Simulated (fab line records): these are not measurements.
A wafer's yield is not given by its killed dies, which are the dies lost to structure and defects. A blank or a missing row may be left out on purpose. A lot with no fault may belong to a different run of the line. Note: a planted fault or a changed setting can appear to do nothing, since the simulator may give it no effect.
Matching of chambers | flow nandHarc | 4 sister chambers for NHARC_A_CONTACT_ETCH_110 on rieDiel-03
The step etches the open film in CF4/O2, target depth 60 nm, overetch 6 nm, time 33 s. 16 wafers are shown with their chamber, then 8 later ones without.

## EACH WAFER AND ITS CHAMBER
wafer  | chamber | showerheadPlenumPTorr (Torr) | oesProductAu (a.u.) | rfVppV (V)
L690.1 | 0       | 1.32                         | 1.009               | 196.3
L690.2 | 1       | 1.30                         | 1.002               | 197.2
L690.5 | 0       | 1.32                         | 1.020               | 196.4
L691.4 | 2       | 1.29                         | 1.007               | 196.0
L691.5 | 3       | 1.33                         | 0.993               | 198.3
L691.6 | 2       | 1.29                         | 1.012               | 196.9
L692.3 | 2       | 1.29                         | 1.008               | 197.2
L692.4 | 3       | 1.33                         | 0.994               | 197.5
L692.6 | 1       | 1.30                         | 1.001               | 196.7
L694.4 | 0       | 1.32                         | 1.001               | 197.3
L694.5 | 2       | 1.29                         | 1.031               | 196.5
L694.6 | 1       | 1.30                         | 0.997               | 196.6
L697.2 | 3       | 1.32                         | 0.995               | 197.6
L697.3 | 2       | 1.29                         | 1.003               | 196.0
L697.6 | 0       | 1.32                         | 1.001               | 197.6
L703.1 | 3       | 1.32                         | 1.003               | 196.9

SIGNATURES (means of the wafers above)
reading               | chamber 0 | chamber 1 | chamber 2 | chamber 3 | scatter within a chamber
showerheadPlenumPTorr | 1.3200    | 1.3000    | 1.2900    | 1.3250    | 0.00289
oesProductAu          | 1.00775   | 1.00000   | 1.01220   | 0.99625   | 0.00818
rfVppV                | 196.900   | 196.833   | 196.520   | 197.575   | 0.548
Rule: for a wafer and a chamber, the distance is found by dividing, reading by reading, the gap between the wafer's reading and the chamber's mean by the reading's scatter, squaring, summing and taking the root. If the next closest chamber is less than 2 further off than the closest, the wafer can't be placed; otherwise it belongs to the closest. How the scatter is found: for the shown wafers, subtract from each reading the mean of its chamber, square and add these, divide the total by (wafers less chambers), then take the root.

## WAFERS WITH NO CHAMBER GIVEN
wafer  | showerheadPlenumPTorr (Torr) | oesProductAu (a.u.) | rfVppV (V)
L703.5 | 1.28                         | 1.017               | 195.6
L703.6 | 1.30                         | 1.005               | 196.8
L704.3 | 1.28                         | 1.005               | 197.9
L704.5 | 1.30                         | 0.988               | 198.0
L704.6 | 1.32                         | 0.977               | 197.2
L713.4 | 1.29                         | 0.990               | 197.7
L713.5 | 1.32                         | 0.989               | 196.9
L713.6 | 1.28                         | 1.005               | 196.7

## WHICH CHAMBER EACH ONE RAN IN
wafer  | from the rows above     | in truth
L703.5 | 2                       | 2
L703.6 | 1                       | 1
L704.3 | 2                       | 2
L704.5 | 1                       | 1
L704.6 | can't be placed: 3 or 0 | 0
L713.4 | can't be placed: 2 or 1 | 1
L713.5 | can't be placed: 0 or 3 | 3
L713.6 | 2                       | 2
Correct placement for 5 of the 8. From these rows, 3 cannot be placed; in 3 the true chamber is one of the candidates. Wrongly placed: 0.
